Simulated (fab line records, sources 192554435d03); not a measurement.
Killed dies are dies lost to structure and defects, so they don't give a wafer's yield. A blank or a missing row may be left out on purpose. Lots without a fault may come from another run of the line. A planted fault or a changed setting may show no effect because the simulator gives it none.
fab line records | flow n5_finfet
record lots=24 wafers=72 last_day=19
route steps=1938 shown SD_EPI_P@304 SD_ACTIVATION@330 ILD0@335
lots that met no fault: from a run of the same line without faults
start_h: hours from the record's first day to the start of the lot's first wafer shown | wait_h: hours since the lot's step before | " the same as in the row above | L1.1+2: a row that stands for several wafers | - no value, or no start given | * or withheld: withheld | < > ~ a bound
route shown NAME@n: a module of which the file shows steps, and the number in the route of the first | usual: mean/standard deviation of fault-free wafers | same: alike in all rows | chamber/n: place in a boat | sites: the reading at each site | _std_site: their standard deviation | _edge_site: outer sites' mean less inner sites' | radius_mm: how far each site lies from the wafer's centre | mask NAME#n: copy n | behind: the tool/chamber that last shaped the wafer | hold: why the lot was held/for how many hours/how that ended | device: the transistor (n, p or np) that didn't switch | end of line: the same wafers' tests at the end of the route | a step without rows: its recipe alone | killed: dies lost to structure and defects at the first sort, not the wafer's yield | map: a wafer's dies, x killed, . not, _ none there
set.NAME: the setting as run; set.NAME@STEP: as run at that earlier step | model.NAME: the simulator's own value behind a step, which no gauge read
steps of the route over a sample of lots; a table a step, a row a wafer
services: from which hour (start_h, from the record's first day; less than 0 if before it) a tool's chamber was out of use, for how many hours, and why
## steps
# step N5_SD_EPI_P_OVL_MEAS_10
# recipe points_per_wafer=44
# usual SD_P_BLK_OVL=-0.4/0.75
# columns lot.wafer tool chamber start_h wait_h SD_P_BLK_OVL[nm]
L074.2 overlay-02 0 57.89 0.0 -1.5
L074.5 " 0 " " -0.7
L074.6 " 0 " " -0.4
L075.2 overlay-01 0 61.85 0.0 0.4
L075.4 " 0 " " -0.6
L075.5 " 0 " " -0.3
L076.2 overlay-02 0 69.56 0.0 -2.0
L076.4 " 0 " " -1.5
L076.6 " 0 " " -1.7
L077.2 overlay-01 0 73.37 0.0 -0.4
L077.3 " 0 " " -0.9
L077.6 " 0 " " -0.4
L078.1 overlay-01 0 79.65 0.0 -1.1
L078.2 " 0 " " -1.2
L078.6 " 0 " " -0.7
L079.1 overlay-01 0 82.30 0.0 0.5
L079.4 " 0 " " -0.8
L079.5 " 0 " " -0.9
L080.1 overlay-01 0 90.54 0.0 -0.8
L080.3 " 0 " " -0.9
L080.6 " 0 " " -1.1
L081.3 overlay-01 0 95.88 0.0 -1.4
L081.5 " 0 " " -1.0
L081.6 " 0 " " 0.1
L082.3 overlay-02 0 102.02 0.0 0.0
L082.5 " 0 " " -1.1
L082.6 " 0 " " -1.3
L083.2 overlay-02 0 108.05 0.0 -0.3
L083.3 " 0 " " -0.4
L083.4 " 0 " " -1.0
L084.1 overlay-01 0 113.48 0.0 0.7
L084.4 " 0 " " -1.2
L084.5 " 0 " " -0.2
L085.4 overlay-02 0 122.51 0.0 -0.6
L085.5 " 0 " " -0.3
L085.6 " 0 " " -1.6
L087.4 overlay-01 0 133.34 0.0 -0.1
L087.5 " 0 " " 0.4
L087.6 " 0 " " 1.0
L086.2 overlay-01 0 133.55 0.0 0.3
L086.5 " 0 " " -0.7
L086.6 " 0 " " -0.3
L088.2 overlay-02 0 141.08 0.0 -0.5
L088.3 " 0 " " -0.7
L088.4 " 0 " " 0.8
L089.1 overlay-02 0 143.38 0.0 -0.5
L089.5 " 0 " " -0.5
L089.6 " 0 " " 0.0
L090.3 overlay-02 0 149.43 0.0 -0.1
L090.4 " 0 " " 1.3
L090.5 " 0 " " 0.2
L091.1 overlay-02 0 158.74 0.0 0.3
L091.2 " 0 " " -0.4
L091.4 " 0 " " 0.6
L092.1 overlay-02 0 161.39 0.0 -0.2
L092.3 " 0 " " -1.0
L092.5 " 0 " " -0.3
L093.3 overlay-02 0 166.86 0.0 -0.7
L093.4 " 0 " " -0.1
L093.6 " 0 " " -0.3
L094.1 overlay-01 0 174.75 0.0 -1.6
L094.2 " 0 " " -0.6
L094.5 " 0 " " -0.6
L095.1 overlay-01 0 181.41 0.0 0.6
L095.4 " 0 " " 0.2
L095.5 " 0 " " -0.3
L096.2 overlay-01 0 186.80 0.0 -0.2
L096.3 " 0 " " -0.3
L096.6 " 0 " " -0.1
L097.3 overlay-01 0 191.78 0.0 0.4
L097.4 " 0 " " 0.8
L097.5 " 0 " " -0.6
# step N5_SD_EPI_P_STRIP_40
# recipe chemistry=N2/H2 power_w=1000 temp_c=250 h2_frac=0.65 overash_fraction=0.3 pressure_mtorr=withheld n2_flow_sccm=1750 h2_flow_sccm=3250
# usual drypump_motor_current_A=5.90/0.27 heater_power_w=342/27 n2_flow_sccm=1750/5.7 oes_product_au=0.762/0.013
# columns lot.wafer tool chamber start_h wait_h drypump_motor_current_A heater_power_w n2_flow_sccm oes_product_au rf_hours_counter_h
L074.2 plasma_asher-01 1 58.78 0.0 5.64 309 1748 0.753 79
L074.5 " 0 " " 5.87 329 1754 0.764 -
L074.6 " 1 " " 5.66 310 1746 0.759 -
L075.2 plasma_asher-02 1 62.74 0.0 5.66 363 1754 0.746 36
L075.4 " 1 " " 5.69 385 1754 0.754 -
L075.5 " 0 " " 6.23 326 1750 0.738 -
L076.2 plasma_asher-02 0 70.46 0.0 6.26 320 1756 0.773 37
L076.4 " 0 " " 6.26 326 1756 0.750 -
L076.6 " 0 " " 6.27 327 1754 0.756 -
L077.2 plasma_asher-02 1 74.26 0.0 5.64 377 1755 0.743 39
L077.3 " 1 " " 5.63 386 1757 0.758 -
L077.6 " 1 " " 5.65 375 1752 0.760 -
L078.1 plasma_asher-01 1 80.54 0.0 5.64 310 1753 0.739 84
L078.2 " 0 " " 5.87 323 1754 0.777 84
L078.6 " 0 " " 5.86 340 1761 0.770 -
L079.1 plasma_asher-02 1 83.25 0.0 5.67 369 1760 0.750 40
L079.4 " 0 " " 6.24 319 1753 0.788 -
L079.5 " 0 " " 6.22 324 1753 0.751 -
L080.1 plasma_asher-02 1 91.43 0.0 5.67 380 1743 0.774 42
L080.3 " 1 " " 5.67 377 1747 0.752 -
L080.6 " 1 " " 5.68 382 1743 0.751 -
L081.3 plasma_asher-02 0 96.81 0.0 6.26 329 1743 0.755 -
L081.5 " 1 " " 5.70 370 1750 0.740 -
L081.6 " 0 " " 6.26 330 1745 0.772 -
L082.3 plasma_asher-02 0 103.12 0.0 6.25 329 1755 0.752 -
L082.5 " 0 " " 6.25 326 1748 0.770 -
L082.6 " 1 " " 5.72 361 1751 0.793 -
L083.2 plasma_asher-01 0 108.94 0.0 5.86 315 1750 0.764 89
L083.3 " 1 " " 5.65 316 1756 0.786 -
L083.4 " 0 " " 5.86 327 1750 0.769 -
L084.1 plasma_asher-01 0 114.37 0.0 5.87 319 1755 0.774 90
L084.4 " 0 " " 5.84 327 1750 0.749 -
L084.5 " 0 " " 5.86 324 1747 0.765 -
L085.4 plasma_asher-02 1 123.42 0.0 5.63 382 1753 0.738 -
L085.5 " 0 " " 6.25 322 1750 0.753 -
L085.6 " 1 " " 5.69 374 1752 0.763 -
L087.4 plasma_asher-02 1 134.25 0.0 5.66 375 1751 0.745 -
L087.5 " 1 " " 5.68 393 1756 0.766 -
L087.6 " 0 " " 6.28 319 1752 0.782 -
L086.2 plasma_asher-02 0 134.90 0.0 6.23 325 1748 0.765 51
L086.5 " 1 " " 5.67 374 1757 0.752 -
L086.6 " 0 " " 6.24 323 1755 0.766 -
L088.2 plasma_asher-02 1 142.19 0.0 5.68 391 1751 0.747 53
L088.3 " 1 " " 5.68 380 1748 0.739 -
L088.4 " 0 " " 6.26 332 1752 0.791 -
L089.1 plasma_asher-02 1 144.32 0.0 5.67 372 1752 0.773 53
L089.5 " 1 " " 5.60 378 1752 0.746 -
L089.6 " 0 " " 6.22 324 1749 0.765 -
L090.3 plasma_asher-02 1 150.34 0.0 5.69 380 1747 0.748 -
L090.4 " 0 " " 6.24 323 1758 0.747 -
L090.5 " 1 " " 5.66 377 1751 0.780 -
L091.1 plasma_asher-02 0 159.72 0.0 6.23 326 1747 0.768 57
L091.2 " 1 " " 5.66 375 1757 0.772 57
L091.4 " 0 " " 6.23 327 1743 0.761 -
L092.1 plasma_asher-01 0 162.52 0.0 5.87 330 1752 0.732 98
L092.3 " 0 " " 5.85 316 1750 0.775 -
L092.5 " 1 " " 5.65 316 1743 0.752 -
L093.3 plasma_asher-02 1 167.77 0.0 5.66 383 1757 0.769 -
L093.4 " 0 " " 6.24 323 1748 0.773 -
L093.6 " 0 " " 6.24 327 1742 0.732 -
L094.1 plasma_asher-01 1 175.65 0.0 5.65 313 1746 0.756 100
L094.2 " 0 " " 5.86 320 1754 0.779 100
L094.5 " 0 " " 5.90 322 1751 0.739 -
L095.1 plasma_asher-02 0 182.59 0.0 6.27 326 1738 0.744 62
L095.4 " 1 " " 5.69 379 1742 0.770 -
L095.5 " 1 " " 5.66 384 1741 0.765 -
L096.2 plasma_asher-02 1 187.69 0.0 5.66 371 1743 0.776 63
L096.3 " 0 " " 6.27 325 1748 0.784 -
L096.6 " 1 " " 5.68 369 1745 0.775 -
L097.3 plasma_asher-01 1 192.69 0.0 5.64 318 1747 0.766 -
L097.4 " 0 " " 5.85 327 1759 0.767 -
L097.5 " 0 " " 5.88 319 1757 0.756 -
# step N5_SD_EPI_P_EPI_MEAS_23
# recipe mode=xrd
# usual thk_nm=61.2/1
# columns lot.wafer tool chamber start_h wait_h thk_nm
L074.2 film_metro-01 - 61.50 1.5 62.3
L074.5 " - " " 61.8
L074.6 " - " " 63.3
L075.2 film_metro-01 - 65.46 1.5 60.9
L075.4 " - " " 63.2
L075.5 " - " " 61.4
L076.2 film_metro-02 - 73.18 1.5 61.9
L076.4 " - " " 59.6
L076.6 " - " " 61.7
L077.2 film_metro-01 - 76.98 1.5 61.3
L077.3 " - " " 61.0
L077.6 " - " " 61.6
L078.1 film_metro-02 - 83.25 1.8 61.2
L078.2 " - " " 59.8
L078.6 " - " " 59.3
L079.1 film_metro-01 - 85.98 1.9 61.2
L079.4 " - " " 61.2
L079.5 " - " " 61.5
L080.1 film_metro-02 - 94.99 2.4 59.1
L080.3 " - " " 61.5
L080.6 " - " " 62.5
L081.3 film_metro-02 - 99.53 1.1 61.2
L081.5 " - " " 62.1
L081.6 " - " " 61.0
L082.3 film_metro-02 - 105.82 1.1 62.2
L082.5 " - " " 60.7
L082.6 " - " " 62.9
L083.2 film_metro-02 - 111.65 1.5 60.8
L083.3 " - " " 60.5
L083.4 " - " " 62.9
L084.1 film_metro-01 - 117.10 1.9 61.9
L084.4 " - " " 62.3
L084.5 " - " " 62.3
L085.4 film_metro-02 - 126.96 1.0 61.9
L085.5 " - " " 61.3
L085.6 " - " " 59.5
L086.2 film_metro-02 - 137.62 1.5 60.2
L086.5 " - " " 60.1
L086.6 " - " " 60.9
L087.4 film_metro-02 - 137.80 1.0 61.2
L087.5 " - " " 62.2
L087.6 " - " " 61.7
L088.2 film_metro-02 - 145.74 2.0 61.5
L088.3 " - " " 61.6
L088.4 " - " " 59.2
L089.1 film_metro-02 - 147.03 1.8 60.0
L089.5 " - " " 61.1
L089.6 " - " " 59.8
L090.3 film_metro-01 - 153.04 1.1 61.6
L090.4 " - " " 60.0
L090.5 " - " " 60.3
L091.1 film_metro-01 - 164.39 3.2 59.6
L091.2 " - " " 59.8
L091.4 " - " " 60.1
L092.1 film_metro-02 - 165.23 1.8 61.7
L092.3 " - " " 62.7
L092.5 " - " " 60.7
L093.3 film_metro-01 - 171.33 1.5 60.6
L093.4 " - " " 64.0
L093.6 " - " " 61.3
L094.1 film_metro-02 - 179.21 2.4 59.4
L094.2 " - " " 61.9
L094.5 " - " " 60.1
L095.1 film_metro-02 - 188.65 4.3 61.7
L095.4 " - " " 61.1
L095.5 " - " " 61.0
L096.2 film_metro-01 - 190.41 1.5 62.1
L096.3 " - " " 60.9
L096.6 " - " " 60.4
L097.3 film_metro-01 - 195.38 1.1 60.6
L097.4 " - " " 61.2
L097.5 " - " " 61.2
# step N5_SD_ACTIVATION_RTA_00
# recipe temp_c=975 time_s=0 ambient=N2 idle_temp_c=600 ramp_up_c_per_s=150 ramp_down_c_per_s=60 cool_to_c=600
# usual lamp_power_pct=8.96/0.049 lamp_zone_4_pct=8.954/0.028 lamp_zone_5_pct=8.955/0.026 lamp_zone_6_pct=8.880/0.025 wafer_temp_C_max=974.9/2
# columns lot.wafer tool chamber start_h wait_h lamp_power_pct lamp_zone_4_pct lamp_zone_5_pct lamp_zone_6_pct wafer_temp_C_max
L074.2 rtp_anneal-01 0 61.74 0.1 8.99 8.931 8.972 8.919 975.6
L074.5 " 0 " " 8.91 8.922 8.987 8.885 972.1
L074.6 " 0 " " 9.00 9.023 8.974 8.911 973.5
L075.2 rtp_anneal-02 0 65.85 0.2 8.91 8.971 8.928 8.897 977.2
L075.4 " 0 " " 8.96 8.916 8.963 8.868 975.6
L075.5 " 0 " " 8.87 8.926 8.958 8.898 979.5
L076.2 rtp_anneal-02 0 73.42 0.1 8.96 8.917 9.008 8.912 971.4
L076.4 " 0 " " 9.03 9.001 8.976 8.861 974.7
L076.6 " 0 " " 8.96 8.963 8.960 8.903 973.7
L077.2 rtp_anneal-01 0 77.22 0.1 9.00 8.973 8.950 8.902 975.8
L077.3 " 0 " " 8.94 8.942 8.923 8.894 973.6
L077.6 " 0 " " 8.92 8.984 8.936 8.835 974.4
L078.1 rtp_anneal-01 0 83.45 0.0 9.01 8.968 8.980 8.901 977.1
L078.2 " 0 " " 8.92 8.902 8.948 8.892 977.8
L078.6 " 0 " " 8.98 8.952 8.944 8.910 974.1
L079.1 rtp_anneal-02 0 86.33 0.2 8.95 8.974 8.950 8.873 972.5
L079.4 " 0 " " 8.97 8.955 8.985 8.860 976.6
L079.5 " 0 " " 8.91 8.977 8.966 8.855 978.4
L080.1 rtp_anneal-01 0 95.23 0.1 9.07 8.940 8.949 8.911 976.4
L080.3 " 0 " " 8.99 8.961 8.934 8.906 973.7
L080.6 " 0 " " 8.97 8.969 8.980 8.899 974.0
L081.3 rtp_anneal-01 0 99.92 0.2 8.97 8.949 8.997 8.883 978.5
L081.5 " 0 " " 8.91 8.898 8.919 8.881 973.8
L081.6 " 0 " " 8.94 8.958 8.889 8.909 973.1
L082.3 rtp_anneal-01 0 106.08 0.1 9.05 8.951 8.949 8.871 976.2
L082.5 " 0 " " 8.96 8.943 8.943 8.887 973.7
L082.6 " 0 " " 8.94 8.955 8.961 8.861 974.8
L083.2 rtp_anneal-01 0 111.88 0.1 8.94 8.994 8.925 8.859 976.5
L083.3 " 0 " " 8.95 8.963 8.944 8.881 973.8
L083.4 " 0 " " 9.01 8.927 8.962 8.857 973.9
L084.1 rtp_anneal-02 0 117.30 0.0 8.83 8.968 8.958 8.897 975.0
L084.4 " 0 " " 9.01 8.958 8.922 8.914 972.0
L084.5 " 0 " " 8.99 8.961 8.920 8.909 975.0
L085.4 rtp_anneal-02 0 127.36 0.1 8.98 8.971 9.011 8.873 976.6
L085.5 " 0 " " 8.95 8.944 9.000 8.855 974.4
L085.6 " 0 " " 9.07 8.959 8.932 8.875 969.6
L086.2 rtp_anneal-01 0 137.85 0.1 8.96 8.945 8.955 8.836 976.4
L086.5 " 0 " " 8.97 8.954 8.969 8.894 976.3
L086.6 " 0 " " 8.96 8.985 8.959 8.896 975.6
L087.4 rtp_anneal-01 0 138.09 0.1 8.98 8.969 8.921 8.890 975.5
L087.5 " 0 " " 8.99 8.927 8.959 8.920 975.0
L087.6 " 0 " " 8.88 8.972 9.018 8.855 972.2
L088.2 rtp_anneal-01 0 145.97 0.1 8.98 8.967 8.936 8.900 970.5
L088.3 " 0 " " 9.04 8.941 8.967 8.884 976.4
L088.4 " 0 " " 8.96 8.976 8.952 8.852 972.1
L089.1 rtp_anneal-01 0 147.23 0.0 8.98 8.959 8.964 8.869 975.3
L089.5 " 0 " " 8.81 8.971 8.922 8.870 975.7
L089.6 " 0 " " 9.01 8.890 8.919 8.848 973.5
L090.3 rtp_anneal-01 0 153.52 0.3 8.90 8.952 8.915 8.883 977.4
L090.4 " 0 " " 8.94 8.940 8.955 8.845 973.6
L090.5 " 0 " " 8.91 8.928 8.964 8.877 974.7
L091.1 rtp_anneal-02 0 164.60 0.0 8.91 8.943 8.960 8.885 972.5
L091.2 " 0 " " 8.96 8.937 8.947 8.859 968.4
L091.4 " 0 " " 9.02 8.988 8.963 8.877 974.9
L092.1 rtp_anneal-01 0 165.43 0.0 8.96 8.941 8.988 8.868 976.5
L092.3 " 0 " " 8.98 8.955 8.930 8.892 976.3
L092.5 " 0 " " 8.93 8.950 8.959 8.873 976.2
L093.3 rtp_anneal-02 0 171.63 0.1 9.05 8.960 8.971 8.850 970.3
L093.4 " 0 " " 9.04 8.925 8.991 8.932 971.9
L093.6 " 0 " " 9.01 8.930 8.947 8.854 975.4
L094.1 rtp_anneal-01 0 179.42 0.0 8.96 8.947 8.947 8.871 975.8
L094.2 " 0 " " 8.96 8.931 8.991 8.892 975.5
L094.5 " 0 " " 8.94 8.951 8.970 8.848 971.2
L095.1 rtp_anneal-01 0 188.85 0.0 8.92 8.977 8.955 8.865 974.5
L095.4 " 0 " " 9.00 8.918 8.945 8.874 977.0
L095.5 " 0 " " 8.91 8.913 8.972 8.848 976.7
L096.2 rtp_anneal-02 0 190.66 0.1 9.01 8.951 8.950 8.858 974.2
L096.3 " 0 " " 8.95 8.989 8.990 8.838 975.4
L096.6 " 0 " " 9.01 8.965 8.943 8.884 974.8
L097.3 rtp_anneal-02 0 195.72 0.2 8.91 8.984 8.935 8.909 974.9
L097.4 " 0 " " 8.95 8.915 8.942 8.900 972.4
L097.5 " 0 " " 8.96 8.974 8.960 8.876 977.6
# step N5_ILD0_LINER_00
# recipe material=SiNx target_thk_a=40 temp_c=400 ald_precursor_family=SiH2I2 ald_co_reactant=N2/H2-plasma pulse_time_s=1 purge_time_s=2 co_reactant_purge_time_s=2 ald_cycles=80 pressure_torr=2
# usual heater_power_w=831/60 precursor_pulse_height_rel=0.997/0.019
# same ald_cycles=80 co_reactant_purge_time_s=2
# columns lot.wafer tool chamber start_h wait_h heater_power_w precursor_pulse_height_rel
L074.2 ald_sin-02 3 62.47 0.0 837 0.987
L074.5 " 0 " " 933 1.030
L074.6 " 1 " " 951 1.023
L075.2 ald_sin-04 1 66.58 0.0 760 0.977
L075.4 " 2 " " 798 1.022
L075.5 " 3 " " 761 1.013
L076.2 ald_sin-04 2 74.16 0.0 797 0.973
L076.4 " 1 " " 772 0.996
L076.6 " 2 " " 782 0.998
L077.2 ald_sin-03 1 77.96 0.0 848 1.023
L077.3 " 2 " " 784 1.001
L077.6 " 0 " " 775 0.992
L078.1 ald_sin-03 1 84.21 0.0 887 1.006
L078.2 " 3 " " 904 0.991
L078.6 " 0 " " 744 1.015
L079.1 ald_sin-02 1 87.10 0.0 915 0.994
L079.4 " 0 " " 905 1.022
L079.5 " 3 " " 841 0.980
L080.1 ald_sin-04 0 96.29 0.3 840 1.025
L080.3 " 1 " " 756 0.993
L080.6 " 2 " " 799 0.989
L081.3 ald_sin-04 2 100.92 0.3 810 1.010
L081.5 " 0 " " 808 1.003
L081.6 " 3 " " 757 0.986
L082.3 ald_sin-02 3 106.78 0.0 855 0.988
L082.5 " 1 " " 940 1.005
L082.6 " 0 " " 897 0.975
L083.2 ald_sin-04 1 112.63 0.0 745 1.029
L083.3 " 3 " " 754 0.996
L083.4 " 2 " " 802 1.026
L084.1 ald_sin-02 3 118.06 0.0 843 1.006
L084.4 " 2 " " 904 1.023
L084.5 " 0 " " 883 1.005
L085.4 ald_sin-03 3 128.10 0.1 874 1.037
L085.5 " 2 " " 821 0.998
L085.6 " 1 " " 883 0.983
L086.2 ald_sin-04 0 138.58 0.0 826 0.989
L086.5 " 1 " " 770 0.992
L086.6 " 0 " " 807 1.004
L087.4 ald_sin-03 3 138.97 0.2 860 0.956
L087.5 " 1 " " 881 0.969
L087.6 " 0 " " 755 1.020
L088.2 ald_sin-02 2 146.71 0.0 874 0.983
L088.3 " 0 " " 891 0.981
L088.4 " 1 " " 939 0.984
L089.1 ald_sin-02 2 148.77 0.8 889 0.988
L089.5 " 3 " " 827 1.008
L089.6 " 0 " " 878 0.988
L090.3 ald_sin-02 2 154.34 0.1 903 0.993
L090.4 " 3 " " 839 1.001
L090.5 " 2 " " 884 0.937
L091.1 ald_sin-04 2 165.38 0.0 786 0.992
L091.2 " 3 " " 770 1.001
L091.4 " 1 " " 774 1.000
L092.1 ald_sin-04 1 166.38 0.2 764 1.008
L092.3 " 2 " " 797 1.022
L092.5 " 2 " " 800 0.984
L093.3 ald_sin-04 0 172.34 0.0 852 1.028
L093.4 " 2 " " 790 0.991
L093.6 " 3 " " 763 1.005
L094.1 ald_sin-03 1 180.47 0.3 901 0.990
L094.2 " 0 " " 745 0.992
L094.5 " 3 " " 883 0.997
L095.1 ald_sin-04 1 189.69 0.1 772 0.984
L095.4 " 3 " " 747 1.001
L095.5 " 3 " " 764 0.977
L096.2 ald_sin-03 1 191.48 0.1 891 0.997
L096.3 " 2 " " 816 1.022
L096.6 " 2 " " 813 0.991
L097.3 ald_sin-02 2 196.42 0.0 889 0.994
L097.4 " 1 " " 913 0.991
L097.5 " 0 " " 846 0.996
# step N5_ILD0_INSPECT_06
# recipe inspect_instrument=darkfield mode=post_cmp
# usual raw_defect_count=37/14
# columns lot.wafer tool chamber start_h wait_h raw_defect_count
L074.2 defect_inspect-02 - 69.06 0.0 13
L074.5 " - " " 18
L074.6 " - " " 38
L075.2 defect_inspect-01 - 72.81 0.0 63
L075.4 " - " " 30
L075.5 " - " " 33
L076.2 defect_inspect-01 - 80.40 0.0 45
L076.4 " - " " 40
L076.6 " - " " 23
L077.2 defect_inspect-01 - 84.18 0.0 32
L077.3 " - " " 43
L077.6 " - " " 52
L078.1 defect_inspect-01 - 90.87 0.0 30
L078.2 " - " " 41
L078.6 " - " " 31
L079.1 defect_inspect-01 - 93.39 0.0 76
L079.4 " - " " 36
L079.5 " - " " 50
L080.1 defect_inspect-02 - 102.95 0.0 57
L080.3 " - " " 47
L080.6 " - " " 26
L081.3 defect_inspect-02 - 107.84 0.0 31
L081.5 " - " " 27
L081.6 " - " " 42
L082.3 defect_inspect-02 - 114.09 0.0 43
L082.5 " - " " 24
L082.6 " - " " 27
L083.2 defect_inspect-01 - 118.94 0.0 26
L083.3 " - " " 21
L083.4 " - " " 52
L084.1 defect_inspect-02 - 124.28 0.0 49
L084.4 " - " " 44
L084.5 " - " " 23
L085.4 defect_inspect-02 - 134.57 0.0 46
L085.5 " - " " 61
L085.6 " - " " 50
L086.2 defect_inspect-02 - 144.80 0.0 32
L086.5 " - " " 37
L086.6 " - " " 44
L087.4 defect_inspect-02 - 145.55 0.0 18
L087.5 " - " " 28
L087.6 " - " " 31
L088.2 defect_inspect-02 - 153.47 0.0 56
L088.3 " - " " 50
L088.4 " - " " 54
L089.1 defect_inspect-02 - 155.21 0.0 8
L089.5 " - " " 18
L089.6 " - " " 21
L090.3 defect_inspect-01 - 160.64 0.0 27
L090.4 " - " " 52
L090.5 " - " " 34
L091.1 defect_inspect-01 - 171.83 0.0 40
L091.2 " - " " 48
L091.4 " - " " 49
L092.1 defect_inspect-02 - 173.03 0.0 57
L092.3 " - " " 29
L092.5 " - " " 42
L093.3 defect_inspect-02 - 179.22 0.0 12
L093.4 " - " " 17
L093.6 " - " " 17
L094.1 defect_inspect-02 - 186.71 0.0 25
L094.2 " - " " 36
L094.5 " - " " 28
L095.1 defect_inspect-02 - 196.34 0.0 27
L095.4 " - " " 22
L095.5 " - " " 28
L096.2 defect_inspect-01 - 198.35 0.0 40
L096.3 " - " " 42
L096.6 " - " " 39
L097.3 defect_inspect-02 - 202.66 0.0 48
L097.4 " - " " 28
L097.5 " - " " 39
## services
# columns tool chamber start_h hours kind
plasma_asher-01 - 55.10 1.3 repair
ald_sin-03 - 85.25 14.0 pm
ald_sin-03 0 85.25 14.0 vent_cycle
ald_sin-03 1 85.25 14.0 vent_cycle
ald_sin-03 2 85.25 14.0 vent_cycle
ald_sin-03 3 85.25 14.0 vent_cycle
rtp_anneal-02 - 92.80 5.4 pm
ald_sin-03 0 99.25 - clean
ald_sin-03 1 99.25 - clean
ald_sin-03 2 99.25 - clean
ald_sin-03 3 99.25 - clean
ald_sin-04 2 141.60 3.9 repair
ald_sin-02 3 163.38 5.8 repair
plasma_asher-01 - 167.85 2.8 pm
ald_sin-02 - 177.80 14.0 pm
ald_sin-02 0 177.80 14.0 vent_cycle
ald_sin-02 1 177.80 14.0 vent_cycle
ald_sin-02 2 177.80 14.0 vent_cycle
ald_sin-02 3 177.80 14.0 vent_cycle
ald_sin-02 0 191.80 - clean
ald_sin-02 1 191.80 - clean
ald_sin-02 2 191.80 - clean
ald_sin-02 3 191.80 - clean
## key
fault none
